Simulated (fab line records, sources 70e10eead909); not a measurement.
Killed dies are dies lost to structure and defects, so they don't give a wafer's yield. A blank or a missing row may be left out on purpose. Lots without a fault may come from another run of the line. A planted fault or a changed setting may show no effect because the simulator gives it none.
Which tool did it? | flow nand_harc | 12 lots, 36 wafers sampled, at 5 steps of a route of 1302

WHAT THE GAUGES READ, wafer by wafer
NHARC_A_BONDPAD_THK_MEAS_30: measures by ellipsometry.
lot  | measured     | on            | thk_nm (nm)
L247 | day 23 17:23 | film_metro-01 | 195.8 199.6 198.5
L248 | day 24 01:07 | film_metro-01 | 200.9 201.6 202.4
L251 | day 24 10:05 | film_metro-01 | 199.9 198.4 198.2
L252 | day 25 04:22 | film_metro-02 | 202.2 201.5 202.6
L253 | day 25 20:53 | film_metro-02 | 198.8 197.8 202.5
L254 | day 26 18:53 | film_metro-01 | 199.7 201.0 199.5
L257 | day 27 16:33 | film_metro-02 | 201.1 202.2 200.2
L258 | day 27 20:17 | film_metro-01 | 199.3 196.7 198.7
L259 | day 29 03:32 | film_metro-01 | 199.6 198.9 200.8
L268 | day 31 21:04 | film_metro-01 | 198.8 200.9 200.0
L267 | day 32 03:14 | film_metro-02 | 199.8 201.2 200.6
L269 | day 32 18:13 | film_metro-01 | 200.9 202.0 201.7

NHARC_END_SORT_01.
lot  | measured     | on        | defect_limited_yield (%) | killed_at_array | killed_at_other | killed_at_periphery | killed_dies | killed_open | killed_short
L259 | day 30 10:48 | prober-01 | 84.2 83.5                | 98 105          | 3 1             | 6 6                 | 107 112     | 2 2         | 4 2

WHICH TOOL RAN EACH LOT (tool, then ch and the chambers of the sampled wafers, then the start)
lot  | NHARC_A_BONDPAD_DEP_00                   | NHARC_A_BONDPAD_DESCUM_11          | NHARC_A_BONDPAD_ETCH_34
L247 | pecvd-04 ch 0,1, day 23 16:47            | rie_diel-03 ch 1,3, day 23 18:11   | rie_diel-03 ch 0,1, day 23 18:15
L248 | pecvd-04 ch 0,2, day 24 00:32            | rie_diel-05 ch 0,1, day 24 01:53   | rie_diel-05 ch 0,1,3, day 24 01:58
L251 | pecvd-01 ch 0,1, day 24 09:26            | rie_diel-05 ch 0,1,3, day 24 10:53 | rie_diel-05 ch 0,2,3, day 24 10:58
L252 | pecvd-04 ch 0,1,2, day 25 03:42          | rie_diel-06 ch 1,2,3, day 25 05:08 | rie_diel-06 ch 0,1,3, day 25 05:13
L253 | pecvd-04 ch 0,1, day 25 20:17            | rie_diel-05 ch 0,3, day 25 21:40   | rie_diel-05 ch 1,2,3, day 25 21:46
L254 | pecvd-01 ch 1,2, day 26 18:14            | rie_diel-05 ch 0,1,2, day 26 19:34 | rie_diel-05 ch 0,3, day 26 19:38
L257 | pecvd-01 ch 0,1,2, day 27 15:54          | rie_diel-06 ch 0,2,3, day 27 17:31 | rie_diel-06 ch 1,2,3, day 27 17:37
L258 | pecvd-03 ch 1,2, day 27 19:41            | rie_diel-05 ch 1,2,3, day 27 21:04 | rie_diel-05 ch 0,1,2, day 27 21:09
L259 | pecvd-03 ch 0,1,2, day 29 02:53          | rie_diel-05 ch 1,2,3, day 29 04:19 | rie_diel-05 ch 0,2,3, day 29 04:25
L268 | pecvd-01 ch 1,2, day 31 20:28            | rie_diel-05 ch 0,1,3, day 31 21:51 | rie_diel-05 ch 1,2,3, day 31 21:56
L267 | pecvd-03 ch 0,2, day 32 03:14 or earlier | rie_diel-06 ch 0,3, day 32 03:53   | rie_diel-06 ch 0,2, day 32 03:58
L269 | pecvd-04 ch 0,1, day 32 17:33            | rie_diel-03 ch 0,1,2, day 32 18:53 | rie_diel-03 ch 0,1,2, day 32 18:58
- NHARC_A_BONDPAD_DEP_00: deposits SiCN, target thk 250 nm.
- NHARC_A_BONDPAD_DESCUM_11: chemistry O2, time 3 s.
- NHARC_A_BONDPAD_ETCH_34: etches the open film in N2/H2, target depth 60 nm, overetch 18 nm, time 65.91 s.

WHAT THE TOOLS THEMSELVES READ (means of the sampled wafers that have a number; where no wafer has one, the mark that the record gives instead)
NHARC_A_BONDPAD_DEP_00.
lot  | tool     | chamber_pressure_Torr (Torr) | heater_power_w (W)
L247 | pecvd-04 | 3.003                        | 591
L248 | pecvd-04 | 2.995                        | 633
L251 | pecvd-01 | 2.995                        | 577
L252 | pecvd-04 | 2.999                        | 587
L253 | pecvd-04 | 2.993                        | 574
L254 | pecvd-01 | 3.001                        | 569
L257 | pecvd-01 | 3.001                        | 521
L258 | pecvd-03 | 2.991                        | 539
L259 | pecvd-03 | 2.999                        | 558
L268 | pecvd-01 | 3.002                        | 586
L267 | pecvd-03 | 3.000                        | 585
L269 | pecvd-04 | 2.999                        | 514

NHARC_A_BONDPAD_DESCUM_11.
lot  | tool        | drypump_motor_current_A (A) | oes_product_au (a.u.) | rf_vpp_V (V) | showerhead_plenum_p_Torr (Torr) | throttle_valve_pct (%)
L247 | rie_diel-03 | 5.6                         | 1.008                 | 57.8         | 2.00                            | 11.311
L248 | rie_diel-05 | 5.7                         | 1.006                 | 57.8         | 1.90                            | 11.312
L251 | rie_diel-05 | 5.7                         | 1.001                 | 57.1         | 1.96                            | 11.308
L252 | rie_diel-06 | 5.0                         | 1.002                 | 58.6         | 1.96                            | 11.317
L253 | rie_diel-05 | 5.8                         | 0.992                 | 57.7         | 2.02                            | 11.316
L254 | rie_diel-05 | 5.5                         | 0.988                 | 58.2         | 1.88                            | 11.305
L257 | rie_diel-06 | 5.2                         | 1.010                 | 58.6         | 1.96                            | 11.308
L258 | rie_diel-05 | 5.9                         | 1.002                 | 58.1         | 1.92                            | 11.308
L259 | rie_diel-05 | 5.9                         | 0.994                 | 58.1         | 1.92                            | 11.310
L268 | rie_diel-05 | 5.8                         | 1.001                 | 58.5         | 1.96                            | 11.301
L267 | rie_diel-06 | 5.2                         | 1.003                 | 58.1         | 2.06                            | 11.315
L269 | rie_diel-03 | 5.5                         | 0.996                 | 57.5         | 1.90                            | 11.314

NHARC_A_BONDPAD_ETCH_34.
lot  | tool        | drypump_motor_current_A (A) | h2_flow_sccm (sccm) | oes_product_au (a.u.) | rf_vpp_V (V) | showerhead_plenum_p_Torr (Torr) | throttle_valve_pct (%)
L247 | rie_diel-03 | 5.7                         | 149.9               | 0.998                 | 430.5        | 2.04                            | 14.176
L248 | rie_diel-05 | 5.8                         | 150.3               | 1.007                 | 432.1        | 2.09                            | 14.167
L251 | rie_diel-05 | 5.5                         | 150.1               | 0.988                 | 432.3        | 2.07                            | 14.168
L252 | rie_diel-06 | 5.3                         | 150.1               | 0.999                 | 432.5        | 2.09                            | 14.171
L253 | rie_diel-05 | 5.8                         | 150.8               | 0.993                 | 430.8        | 2.04                            | 14.159
L254 | rie_diel-05 | 5.4                         | 150.0               | 0.994                 | 432.4        | 2.12                            | 14.171
L257 | rie_diel-06 | 5.0                         | 149.9               | 1.010                 | 430.1        | 2.08                            | 14.174
L258 | rie_diel-05 | 5.5                         | 149.8               | 0.996                 | 429.7        | 2.00                            | 14.167
L259 | rie_diel-05 | 5.5                         | 149.9               | 0.867                 | 431.2        | 2.07                            | 14.169
L268 | rie_diel-05 | 5.9                         | 150.0               | 0.996                 | 430.2        | 2.04                            | 14.175
L267 | rie_diel-06 | 5.1                         | 149.5               | 0.996                 | 434.7        | 2.19                            | 14.172
L269 | rie_diel-03 | 5.5                         | 149.6               | 0.997                 | 430.3        | 2.03                            | 14.161

THE ANSWER, worked out from the rows above alone
Rule: what is usual is taken from the lots themselves. Put in order of their means at a reading, lots are off if they are a third of the lots or fewer, leave a main group of 4 or more, and stand apart from it by a gap of 3 or more times the standard deviation of the main group's means; of several such gaps the widest counts. A main group whose means are all the same, to the digits that the tables above print for the reading, isn't used. A lot without any number at a reading at which 4 lots or more have one is off too. The other lots that the step has rows for count as sound. The gauges are gone through in route order, then the tools' own readings, and for those a lot's mean is taken as printed above. The first step at which some lot is off is used, and at that step the reading that is off furthest; a lot without a number counts as furthest.
Off: L259, at NHARC_A_BONDPAD_ETCH_34 (oes_product_au). The main group: mean 0.998 a.u., standard deviation 0.0059.
A tool fits if, at that step or a process step before it, it ran every lot that is off, and no sound lot after the first of them. NHARC_A_BONDPAD_DEP_00 gives no start for some lots, so the hours and the order of its lots are those of NHARC_A_BONDPAD_THK_MEAS_30. None of those tried fits.

WHAT THE SIMULATOR HAD PUT IN
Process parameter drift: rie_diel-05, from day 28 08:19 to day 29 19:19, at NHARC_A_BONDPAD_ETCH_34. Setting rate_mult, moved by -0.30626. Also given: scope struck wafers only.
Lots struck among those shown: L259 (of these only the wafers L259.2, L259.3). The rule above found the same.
